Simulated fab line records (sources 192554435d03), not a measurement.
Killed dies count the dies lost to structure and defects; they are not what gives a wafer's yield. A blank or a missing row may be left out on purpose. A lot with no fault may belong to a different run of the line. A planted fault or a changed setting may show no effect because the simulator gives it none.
Split-lot experiment    flow n5Finfet    route with 1938 steps; 7 lots, 21 wafers read

SPLIT DETAILS
At N5_BEOL_M14_ETCH_59 (etches BARC in N2/H2, target depth 89 nm, overetch 26.7 nm, time 67.9 s), the setting timeS was moved away from the recipe's 67.9 s on 7 of the 21 wafers read, by -20.4% to +20.6%. The other wafers ran this setting at the recipe's value.

The split's own step is where the reading is taken.

THE READING
coat_of_BEOL_M14_COAT_04.thkNm (the simulator's own value, which no gauge read), in nm, at N5_BEOL_M14_ETCH_59 (etches BARC in N2/H2, target depth 89 nm, overetch 26.7 nm, time 67.9 s). No usual value for it is given in the file. The 14 wafers here that ran the recipe average 718.4 nm, standard deviation 3 nm.

wafer   tool, chamber at the split  timeS as run, s  against the recipe  coat_of_BEOL_M14_COAT_04.thkNm, nm  against lot-mates on the recipe
L075.2  rieDiel-05, 3               81.91            +20.6%              707                                 -12.9
L075.3  rieDiel-05, 0               67.9             recipe              722.2                               -
L075.6  rieDiel-05, 3               67.9             recipe              717.6                               -
L076.3  rieDiel-05, 0               67.9             recipe              722.4                               -
L076.4  rieDiel-05, 0               67.9             recipe              721.6                               -
L076.5  rieDiel-05, 1               67.9             recipe              721                                 -
L080.2  rieDiel-01, 1               67.9             recipe              717.4                               -
L080.5  rieDiel-01, 3               54.03            -20.4%              735                                 +17.6
L080.6  rieDiel-01, 2               54.03            -20.4%              733.8                               +16.4
L081.2  rieDiel-05, 2               72.19            +6.3%               714                                 -3.8
L081.5  rieDiel-05, 0               67.9             recipe              717.8                               -
L081.6  rieDiel-05, 3               72.19            +6.3%               713.6                               -4.2
L084.3  rieDiel-05, 0               67.9             recipe              722.2                               -
L084.5  rieDiel-05, 2               67.9             recipe              719.2                               -
L084.6  rieDiel-05, 0               67.9             recipe              718.4                               -
L085.2  rieDiel-05, 2,0             75.36            +11.0%              712.6                               -2.4
L085.3  rieDiel-05, 2,0             75.36            +11.0%              712.6                               -2.4
L085.5  rieDiel-05, 3               67.9             recipe              715                                 -
L093.1  rieDiel-01, 0               67.9             recipe              714                                 -
L093.3  rieDiel-01, 2               67.9             recipe              714.8                               -
L093.5  rieDiel-01, 2               67.9             recipe              713.8                               -
If several chambers appear in one row, that row covers several wafers at once and the file leaves open which wafer was in which chamber.

THE FIT
A straight line over all 21 wafers: coat_of_BEOL_M14_COAT_04.thkNm changes by -0.683 nm for each +1% of timeS; r = -0.91; the points scatter about the line by 2.8 nm.
The same after taking each lot's own level away (the mean of its wafers on the recipe; 21 wafers): -0.681 nm for each +1%; r = -0.95; scatter 2 nm.
According to that fit, moving timeS by its largest amount changes the reading by 14 nm.
From 714.20 to 721.67 nm: that is the span of the lots' own levels, equal to 2.5 times the standard deviation above.
Hence the lot-to-lot level has little effect on the slope; both slopes agree.
Check: -13.3 nm against its lot-mates is what the line predicts for one of the wafers moved furthest among these (+20.6%) when that wafer is left out of the fit. Against them it came out at -12.9 nm.

THESE WAFERS: OTHER SPLITS
Note: prior to the reading, these wafers also went through further splits. Each is held against what the fit with the lots' levels taken away leaves over:
other split on the same wafers    wafers away from the commonest value  r with coat_of_BEOL_M14_COAT_04.thkNm (lot level and that fit taken away)
N5_BEOL_M8_EXPOSE_25 doseMj       3                                     +0.39
N5_BEOL_M8_ETCH_65 sourceW        7                                     -0.54
N5_BEOL_M9_TRENCH_ETCH_37 biasW   7                                     +0.07
N5_BEOL_M9_CMP_52 downForcePsi    4                                     -0.05
N5_BEOL_M10_PECVD_70 tempC        6                                     -0.06
N5_BEOL_M11_EXPOSE_25 doseMj      8                                     +0.24
N5_BEOL_M11_PEB_26 pebTimeS       10                                    +0.13
N5_BEOL_M11_TRENCH_ETCH_37 biasW  8                                     +0.54
N5_BEOL_M13_ETCH_68 timeS         9                                     -0.05

THE FILE'S OWN FIT
coat_of_BEOL_M14_COAT_04.thkNm changes by -0.663 nm for each +1% of timeS, r = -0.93.
